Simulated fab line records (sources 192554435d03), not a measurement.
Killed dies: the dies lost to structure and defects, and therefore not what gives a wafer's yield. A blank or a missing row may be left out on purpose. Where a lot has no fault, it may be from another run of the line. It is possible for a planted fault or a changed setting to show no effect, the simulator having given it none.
Matching of chambers :: flow n5-finfet :: N5_FIN_SAQP_SPACER2_ETCHBACK_29 on rie-diel-02 has 4 sister chambers
The step etches SiO2 in CHF3/O2, target depth 12.2 nm, time 6.1 s. 20 wafers are shown with their chamber, then 10 later ones without.

## EACH WAFER AND ITS CHAMBER
wafer: L074.4
chamber: 3
rf-vpp-V (V): 521
drypump-motor-current-A (A): 5.4
showerhead-plenum-p-Torr (Torr): 2.53

wafer: L074.5
chamber: 3
rf-vpp-V (V): 520
drypump-motor-current-A (A): 5.4
showerhead-plenum-p-Torr (Torr): 2.53

wafer: L074.6
chamber: 2
rf-vpp-V (V): 503
drypump-motor-current-A (A): 5.1
showerhead-plenum-p-Torr (Torr): 2.38

wafer: L077.1
chamber: 2
rf-vpp-V (V): 504
drypump-motor-current-A (A): 5.1
showerhead-plenum-p-Torr (Torr): 2.38

wafer: L077.2
chamber: 0
rf-vpp-V (V): 521
drypump-motor-current-A (A): 5.4
showerhead-plenum-p-Torr (Torr): 2.43

wafer: L077.5
chamber: 0
rf-vpp-V (V): 522
drypump-motor-current-A (A): 5.4
showerhead-plenum-p-Torr (Torr): 2.43

wafer: L078.2
chamber: 2
rf-vpp-V (V): 503
drypump-motor-current-A (A): 5.1
showerhead-plenum-p-Torr (Torr): 2.38

wafer: L078.5
chamber: 0
rf-vpp-V (V): 521
drypump-motor-current-A (A): 5.4
showerhead-plenum-p-Torr (Torr): 2.43

wafer: L078.6
chamber: 2
rf-vpp-V (V): 505
drypump-motor-current-A (A): 5.1
showerhead-plenum-p-Torr (Torr): 2.38

wafer: L079.3
chamber: 2
rf-vpp-V (V): 503
drypump-motor-current-A (A): 5.1
showerhead-plenum-p-Torr (Torr): 2.38

wafer: L079.4
chamber: 3
rf-vpp-V (V): 519
drypump-motor-current-A (A): 5.4
showerhead-plenum-p-Torr (Torr): 2.52

wafer: L079.5
chamber: 2
rf-vpp-V (V): 504
drypump-motor-current-A (A): 5.1
showerhead-plenum-p-Torr (Torr): 2.38

wafer: L082.1
chamber: 1
rf-vpp-V (V): 524
drypump-motor-current-A (A): 5.0
showerhead-plenum-p-Torr (Torr): 2.40

wafer: L082.3
chamber: 0
rf-vpp-V (V): 521
drypump-motor-current-A (A): 5.4
showerhead-plenum-p-Torr (Torr): 2.43

wafer: L082.5
chamber: 1
rf-vpp-V (V): 523
drypump-motor-current-A (A): 5.0
showerhead-plenum-p-Torr (Torr): 2.40

wafer: L087.3
chamber: 1
rf-vpp-V (V): 524
drypump-motor-current-A (A): 5.1
showerhead-plenum-p-Torr (Torr): 2.39

wafer: L087.4
chamber: 2
rf-vpp-V (V): 503
drypump-motor-current-A (A): 5.1
showerhead-plenum-p-Torr (Torr): 2.37

wafer: L087.5
chamber: 0
rf-vpp-V (V): 521
drypump-motor-current-A (A): 5.4
showerhead-plenum-p-Torr (Torr): 2.42

wafer: L090.3
chamber: 3
rf-vpp-V (V): 519
drypump-motor-current-A (A): 5.4
showerhead-plenum-p-Torr (Torr): 2.51

wafer: L090.4
chamber: 1
rf-vpp-V (V): 524
drypump-motor-current-A (A): 5.1
showerhead-plenum-p-Torr (Torr): 2.39

SIGNATURES, as means of the wafers listed above
reading: rf-vpp-V
chamber 0: 521.20
chamber 1: 523.75
chamber 2: 503.57
chamber 3: 519.75
scatter within a chamber: 0.708

reading: drypump-motor-current-A
chamber 0: 5.400
chamber 1: 5.050
chamber 2: 5.100
chamber 3: 5.400
scatter within a chamber: 0.025

reading: showerhead-plenum-p-Torr
chamber 0: 2.4280
chamber 1: 2.3950
chamber 2: 2.3786
chamber 3: 2.5225
scatter within a chamber: 0.00581
Rule: a wafer's distance from a chamber is the root of the sum, over the readings, of the square of ((its reading less the chamber's mean) divided by the reading's scatter). The wafer belongs to the nearest chamber; if the next one is less than 2 further off, it can't be placed. The scatter is the square root of a quotient: the sum, over the shown wafers, of each reading's squared deviation from its chamber's mean, divided by wafers minus chambers.

## WAFERS WITHOUT THEIR CHAMBER
wafer: L090.5
rf-vpp-V (V): 520
drypump-motor-current-A (A): 5.4
showerhead-plenum-p-Torr (Torr): 2.42

wafer: L091.1
rf-vpp-V (V): 520
drypump-motor-current-A (A): 5.4
showerhead-plenum-p-Torr (Torr): 2.42

wafer: L091.2
rf-vpp-V (V): 504
drypump-motor-current-A (A): 5.1
showerhead-plenum-p-Torr (Torr): 2.37

wafer: L091.3
rf-vpp-V (V): 519
drypump-motor-current-A (A): 5.4
showerhead-plenum-p-Torr (Torr): 2.51

wafer: L094.1
rf-vpp-V (V): 523
drypump-motor-current-A (A): 5.1
showerhead-plenum-p-Torr (Torr): 2.39

wafer: L094.5
rf-vpp-V (V): 521
drypump-motor-current-A (A): 5.4
showerhead-plenum-p-Torr (Torr): 2.42

wafer: L094.6
rf-vpp-V (V): 524
drypump-motor-current-A (A): 5.1
showerhead-plenum-p-Torr (Torr): 2.39

wafer: L096.1
rf-vpp-V (V): 504
drypump-motor-current-A (A): 5.1
showerhead-plenum-p-Torr (Torr): 2.36

wafer: L096.2
rf-vpp-V (V): 519
drypump-motor-current-A (A): 5.4
showerhead-plenum-p-Torr (Torr): 2.51

wafer: L096.4
rf-vpp-V (V): 525
drypump-motor-current-A (A): 5.1
showerhead-plenum-p-Torr (Torr): 2.38

## WHICH CHAMBER EACH WENT THROUGH
wafer: L090.5
from the rows above: 0
in truth: 0

wafer: L091.1
from the rows above: 0
in truth: 0

wafer: L091.2
from the rows above: 2
in truth: 2

wafer: L091.3
from the rows above: 3
in truth: 3

wafer: L094.1
from the rows above: 1
in truth: 1

wafer: L094.5
from the rows above: 0
in truth: 0

wafer: L094.6
from the rows above: 1
in truth: 1

wafer: L096.1
from the rows above: 2
in truth: 2

wafer: L096.2
from the rows above: 3
in truth: 3

wafer: L096.4
from the rows above: 1
in truth: 1
Correct placement for 10 of the 10. Not placeable from these rows: 0. 0 placed wrongly.
